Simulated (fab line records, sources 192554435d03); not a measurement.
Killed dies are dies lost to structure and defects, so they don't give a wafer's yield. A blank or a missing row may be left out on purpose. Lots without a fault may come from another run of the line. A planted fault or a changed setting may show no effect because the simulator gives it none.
Split-lot experiment | flow n5_finfet | 7 lots, 21 wafers read, on a route of 1938 steps

THE SPLIT
At N5_BEOL_M3_COAT_76 (time 60 s, resist thk 5 nm), the setting spin_rpm was moved away from the recipe's 1500 rpm on 9 of the 21 wafers read, by -9.3% to +9.6%. The other wafers ran this setting at the recipe's value.

FROM THE SPLIT TO THE READING: what the file shows between them, 3 steps
- N5_BEOL_M3_COAT_22: resist thk 30 nm
- N5_BEOL_M3_EBR_24
- N5_BEOL_M3_DESCUM_33: chemistry O2, time 7 s

THE READING
etch.depth_nm (the simulator's own value, which no gauge read), in nm, at N5_BEOL_M3_ETCH_77 (etches underlayer in N2/H2, target depth 6.5 nm, time 5.2 s). The file gives no usual value for it. The 12 wafers here that ran the recipe average 4.998 nm, standard deviation 0.0095 nm.

wafer  | tool, chamber at the split | spin_rpm as run, rpm | against the recipe | etch.depth_nm, nm | against lot-mates on the recipe
L078.3 | litho_track-02, 0          | 1500                 | recipe             | 4.997             | -
L078.4 | litho_track-02, 0          | 1500                 | recipe             | 5.015             | -
L078.6 | litho_track-02, 0          | 1360                 | -9.3%              | 5.263             | +0.257
L079.1 | litho_track-02, 0          | 1644                 | +9.6%              | 4.786             | -0.214
L079.3 | litho_track-02, 0          | 1644                 | +9.6%              | 4.78              | -0.220
L079.5 | litho_track-02, 0          | 1500                 | recipe             | 5                 | -
L083.2 | litho_track-02, 0          | 1500                 | recipe             | 4.999             | -
L083.5 | litho_track-02, 0          | 1406                 | -6.3%              | 5.171             | +0.172
L083.6 | litho_track-02, 0          | 1406                 | -6.3%              | 5.187             | +0.188
L084.2 | litho_track-02, 0          | 1448                 | -3.5%              | 5.099             | +0.087
L084.3 | litho_track-02, 0          | 1500                 | recipe             | 5.013             | -
L084.4 | litho_track-02, 0          | 1500                 | recipe             | 5.012             | -
L085.1 | litho_track-03, 0          | 1500                 | recipe             | 4.987             | -
L085.5 | litho_track-03, 0          | 1500                 | recipe             | 4.993             | -
L085.6 | litho_track-03, 0          | 1500                 | recipe             | 4.992             | -
L087.1 | litho_track-02, 0          | 1446                 | -3.6%              | 5.084             | +0.090
L087.3 | litho_track-02, 0          | 1446                 | -3.6%              | 5.084             | +0.090
L087.2 | litho_track-02, 0          | 1500                 | recipe             | 4.994             | -
L088.1 | litho_track-03, 0          | 1500                 | recipe             | 4.989             | -
L088.3 | litho_track-03, 0          | 1500                 | recipe             | 4.988             | -
L088.5 | litho_track-03, 0          | 1584                 | +5.6%              | 4.853             | -0.136

THE FIT
A straight line over all 21 wafers: etch.depth_nm changes by -0.0253 nm for each +1% of spin_rpm; r = -0.99; the points scatter about the line by 0.015 nm.
The same after taking each lot's own level away (the mean of its wafers on the recipe; 21 wafers): -0.025 nm for each +1%; r = -1.00; scatter 0.011 nm.
On that fit, the largest move of spin_rpm shifts the reading by 0.24 nm.
The lots' own levels span 4.9885 to 5.0125 nm, that is 2.5 times the standard deviation above.
So the lot-to-lot level changes the slope little: the two slopes agree.
Check: with one of the wafers moved furthest among these (+9.6%) left out of the fit, the line predicts -0.242 nm for it against its lot-mates. It came out at -0.214 nm against them.

OTHER SPLITS ON THESE WAFERS
These wafers also went through other splits before the reading. Each is held against what the fit with the lots' levels taken away leaves over:
other split on the same wafers              | wafers away from the commonest value | r with etch.depth_nm (lot level and that fit taken away)
N5_MOL_CONTACT_COAG_PECVD_31 temp_c         | 5                                    | -0.32
N5_MOL_CONTACT_COAG_COAT_64 spin_rpm        | 6                                    | -0.09
N5_BEOL_M0_SAQP_SPACER2_ALD_26 target_thk_a | 8                                    | -0.48

THE FILE'S OWN FIT
etch.depth_nm changes by -0.0254 nm for each +1% of spin_rpm, r = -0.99.
